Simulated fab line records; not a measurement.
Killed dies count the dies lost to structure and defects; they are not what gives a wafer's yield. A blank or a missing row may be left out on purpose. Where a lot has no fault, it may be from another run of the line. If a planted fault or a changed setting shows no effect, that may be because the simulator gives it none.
Chamber matching ; flow nandHarc ; 4 sister chambers for NHARC_P_GATE_DESCUM_48 on rieDiel-04
The step chemistry O2, time 3 s. 20 wafers are shown with their chamber, then 10 later ones without.

## WAFERS PAIRED WITH THEIR CHAMBERS
wafer;chamber;rfVppV (V);o2FlowSccm (sccm);throttleValvePct (%)
L076.1;0;57.0;199.4;11.302
L076.3;3;57.5;199.1;11.300
L076.6;1;59.0;200.2;11.300
L077.1;3;57.3;199.6;11.314
L077.2;0;56.8;200.0;11.304
L077.5;2;57.0;199.3;11.317
L079.3;2;57.7;198.7;11.304
L079.4;1;58.8;200.1;11.317
L079.6;3;59.2;199.8;11.322
L080.2;1;57.8;200.7;11.310
L080.4;2;56.5;200.7;11.313
L080.5;0;58.2;201.4;11.316
L087.1;2;58.2;199.0;11.313
L087.2;0;57.2;199.1;11.320
L087.6;2;59.0;199.2;11.325
L088.3;3;56.8;200.6;11.306
L088.5;0;57.2;199.5;11.306
L088.6;1;58.6;200.2;11.312
L090.1;3;59.4;200.8;11.291
L090.2;2;56.2;200.3;11.320

SIGNATURES (means of the wafers above)
reading;chamber 0;chamber 1;chamber 2;chamber 3;scatter within a chamber
rfVppV;57.280;58.550;57.433;58.040;0.91
o2FlowSccm;199.880;200.300;199.533;199.980;0.734
throttleValvePct;11.30960;11.30975;11.31533;11.30660;0.00881
Rule: a wafer lies at a distance from a chamber equal to the root of the sum of squares, over the readings, of (its reading less the chamber's mean, divided by the reading's scatter). If the next closest chamber is less than 2 further off than the closest, the wafer can't be placed; otherwise it belongs to the closest. How the scatter is found: for the shown wafers, subtract from each reading the mean of its chamber, square and add these, divide the total by (wafers less chambers), then take the root.

## WAFERS WITH NO CHAMBER GIVEN
wafer;rfVppV (V);o2FlowSccm (sccm);throttleValvePct (%)
L090.3;57.9;199.9;11.317
L092.1;57.3;200.3;11.318
L092.3;59.1;200.2;11.306
L092.5;58.4;200.6;11.325
L094.1;57.3;200.3;11.324
L094.4;57.3;201.1;11.299
L094.5;58.1;199.6;11.303
L097.1;56.9;200.2;11.306
L097.3;55.9;200.4;11.302
L097.4;57.4;200.1;11.307

## EACH ONE'S CHAMBER
wafer;from the rows above;in truth
L090.3;can't be placed: 2 or 0 or 3 or 1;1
L092.1;can't be placed: 2 or 0 or 3 or 1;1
L092.3;can't be placed: 1 or 3 or 0 or 2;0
L092.5;can't be placed: 1 or 2 or 3 or 0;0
L094.1;can't be placed: 2 or 0 or 1 or 3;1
L094.4;can't be placed: 3 or 0 or 1 or 2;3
L094.5;can't be placed: 3 or 0 or 1 or 2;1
L097.1;can't be placed: 0 or 3 or 2 or 1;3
L097.3;can't be placed: 0 or 3 or 2 or 1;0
L097.4;can't be placed: 0 or 3 or 2 or 1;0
Correctly placed: 0 of 10. Not placeable from these rows: 10 (in 10, the candidates include the true chamber). Placed wrongly: 0.
